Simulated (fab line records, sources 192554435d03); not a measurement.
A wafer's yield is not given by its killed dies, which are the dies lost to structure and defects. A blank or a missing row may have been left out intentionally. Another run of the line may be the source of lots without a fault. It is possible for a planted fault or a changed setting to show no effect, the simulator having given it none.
Struck lot and sound lot, side by side :: flow n5Finfet :: 37 steps out of a route of 1938
Sound: wafers L957.1, L957.2, L957.5. Wafers L965.2, L965.3, L965.6 were the ones struck. At the end, the cause is stated.
Each step with rows lists, per side, the tool, then ch with its chambers, then its first start. Under that, the readings that differ: sound wafers :: struck wafers :: difference of the means :: sigmas: that difference in standard deviations of wafers without a fault.
alike: readings with means less than 2 such deviations apart, plus words and numbers identical on both sides. not compared: withheld readings, readings lacking a value on some wafer, bounds such as >300 that could conceal the same value, and numbers that have no deviation in the record and whose values overlap.
A row with sigmas, a row that says differs or no value, or rows on one side alone: a step with any of these is where the two part. Numbers that don't overlap but have no deviation are shown without sigmas and don't part them. A reading that every wafer of one side lacks parts them only if that side has two wafers or more.

first, 3 steps without rows for these wafers: N5_BEOL_M2_STRIP_36 (strips in N2/H2); N5_BEOL_M2_TRENCH_ETCH_37 (etches SiOC in C4F6/O2, target depth 55.555 nm, time 29.2 s); N5_BEOL_M2_ETCH_41 (etches SiCN in CH3F/O2, target depth 29.9 nm, time 52.5 s).
N5_BEOL_M2_STRIP_97: strips in N2/H2, time 10 s.
  sound on rieDiel-05 ch 0,1; struck on rieDiel-02 ch 1,3
  alike: drypumpMotorCurrentA, oesProductAu, rfVppV, showerheadPlenumPTorr, tempC, throttleValvePct
  not compared: rfHoursCounterH
N5_BEOL_M2_OCD_MEAS_38:
  sound: ocd-01 at day 7 00:20; struck: ocd-02 at day 8 23:26
  alike: trenchDepthNm
then, 4 steps without rows for these wafers: N5_BEOL_M2_HM_STRIP_39 (strips TiN in peroxide tin strip, target depth 25 nm, time 158 s); N5_BEOL_M2_SRD_40 (time 30 s); N5_BEOL_M2_PRECLEAN_42 (cleans in residue remover, time 60 s); N5_BEOL_M2_SRD_43 (time 30 s).
N5_BEOL_M2_CD_MEAS_35: target cd 18 nm, target cd y 22.2 nm.
  sound: cdSem-03 at day 7 00:35; struck: cdSem-02 at day 8 23:35
  alike: cdNm
then, 2 steps without rows for these wafers: N5_BEOL_M2_DEGAS_44 (time 60 s); N5_BEOL_M2_PRE_CLEAN_45 (time 30 s).
N5_BEOL_M2_ALD_84: deposits TaN, pulse time 2 s, purge time 3 s, co reactant purge time 2 s.
  sound on aldMetal-04 ch 0,1,3, day 7 00:53; struck on aldMetal-03 ch 0,2,3, day 8 23:56
  no value came back on the struck wafers for aldCycles, chamberPressureTorr (Torr), heaterPowerW (W), precursorVesselTempC (C); on the sound wafers aldCycles reads 30 30 30
N5_BEOL_M2_SURFACE_TREAT_85:
  sound: pvdSputter-02 at day 7 01:13; struck: pvdSputter-01 at day 9 00:10
  not compared: throttleValvePct
then, 1 step without rows for these wafers: N5_BEOL_M2_CVD_47 (deposits Co from CCTBA/H2, target thk 3 nm, time 223.8 s).
N5_BEOL_M2_SPUTTER_48: material Cu, target thk 4.5 nm, time 8.29 s.
  sound: pvdSputter-02 at day 7 01:47; struck: pvdSputter-01 at day 9 00:31
  alike: throttleValvePct
then, 9 steps without rows for these wafers: N5_BEOL_M2_ANNEAL_49 (time 240 s); N5_BEOL_M2_SPUTTER_79 (material Cu, target thk 4.5 nm, time 8.29 s); N5_BEOL_M2_ANNEAL_80 (time 240 s); N5_BEOL_M2_SPUTTER_81 (material Cu, target thk 4.5 nm, time 8.29 s); N5_BEOL_M2_ANNEAL_82 (time 240 s); N5_BEOL_M2_SPUTTER_86 (material Cu, target thk 4.5 nm, time 8.29 s); N5_BEOL_M2_ANNEAL_87 (time 240 s); N5_BEOL_M2_SPUTTER_88 (material Cu, target thk 4.5 nm, time 8.29 s); N5_BEOL_M2_ANNEAL_89 (time 240 s).
N5_BEOL_M2_SPUTTER_90: material Cu, target thk 4.5 nm, time 8.29 s.
  sound: pvdSputter-02 at day 7 02:53; struck: pvdSputter-01 at day 9 01:37
  alike: throttleValvePct
then, 3 steps without rows for these wafers: N5_BEOL_M2_ANNEAL_91 (time 240 s); N5_BEOL_M2_SPUTTER_92 (material Cu, target thk 4.5 nm, time 8.29 s); N5_BEOL_M2_ANNEAL_93 (time 240 s).
N5_BEOL_M2_SPUTTER_94: material Cu, target thk 4.5 nm, time 8.29 s.
  sound: pvdSputter-02 at day 7 03:20; struck: pvdSputter-01 at day 9 02:04
  alike: throttleValvePct
then, 4 steps without rows for these wafers: N5_BEOL_M2_ANNEAL_95 (time 240 s); N5_BEOL_M2_SPUTTER_96 (material Cu, target thk 4.5 nm, time 8.29 s); N5_BEOL_M2_ECD_50 (material Cu, target thk 300 nm); N5_BEOL_M2_ANNEAL_51 (time 90 s).
N5_BEOL_M2_CMP_52: polishes, stops on SiOC, t overpolish 6.8 s, target thk 40 nm.
  sound on cmp-01 ch 0,1,3, day 7 04:05; struck on cmp-01 ch 0,1,2, day 9 03:07
reading: barrierFieldEndpointS (s)
sound: 25.0 24.9 25.0
struck: 23.0 22.6 22.2
difference: -2.4
sigmas: -5
  alike: clearingPlatenRpm, edgeZonePressureFrac, motorCurrentA, slurryFilterDpKPa
N5_BEOL_M4_RC_MEAS_101:
  the record has rows for the sound wafers here (prober-02 ch 0, day 8 08:07) and none for the struck ones
-- a jump in the record: the struck wafers' starts before and after are 5 days apart (it breaks off in module BEOL_M4 and resumes in module PASSIVATION, where the first step shown is number 1936 of the route) --
N5_PASSIVATION_PROBE_49:
  sound: prober-01 at day 12 15:28; struck: prober-01 at day 14 07:59
reading: defectLimitedYield (%)
sound: 91.0 91.9 92.4
struck: 0 0 0
difference: -92
sigmas: -71

reading: killed_at_M0_to_M3
sound: 29 24 26
struck: 1117 1108 1114
difference: +1087
sigmas: +99

reading: killedDies
sound: 106 95 90
struck: 1180 1180 1180
difference: +1083
sigmas: +72

reading: killedOnRim
sound: 12 10 12
struck: 152 152 152
difference: +141
sigmas: +41

reading: sort_bin_4_leakage (%)
sound: 0 0 0
struck: 91.95 89.15 91.53
difference: +90.88
sigmas: 

reading: sortNPass
sound: 1074 1085 1090
struck: 0 0 0
difference: -1083
sigmas: -72

reading: sortYieldPct (%)
sound: 91.0 91.9 92.4
struck: 0 0 0
difference: -92
sigmas: -71
  alike: killed_at_M4_up, killedAtContacts, killedAtFrontEnd, killedAtOther, killedOpen, killedShort, sort_bin_5_function, sort_bin_6_memory

== WHERE THEY PART ==
Last at N5_PASSIVATION_PROBE_49 as far as this record goes, first at N5_BEOL_M2_ALD_84.

WHY: what had been put in by the simulator
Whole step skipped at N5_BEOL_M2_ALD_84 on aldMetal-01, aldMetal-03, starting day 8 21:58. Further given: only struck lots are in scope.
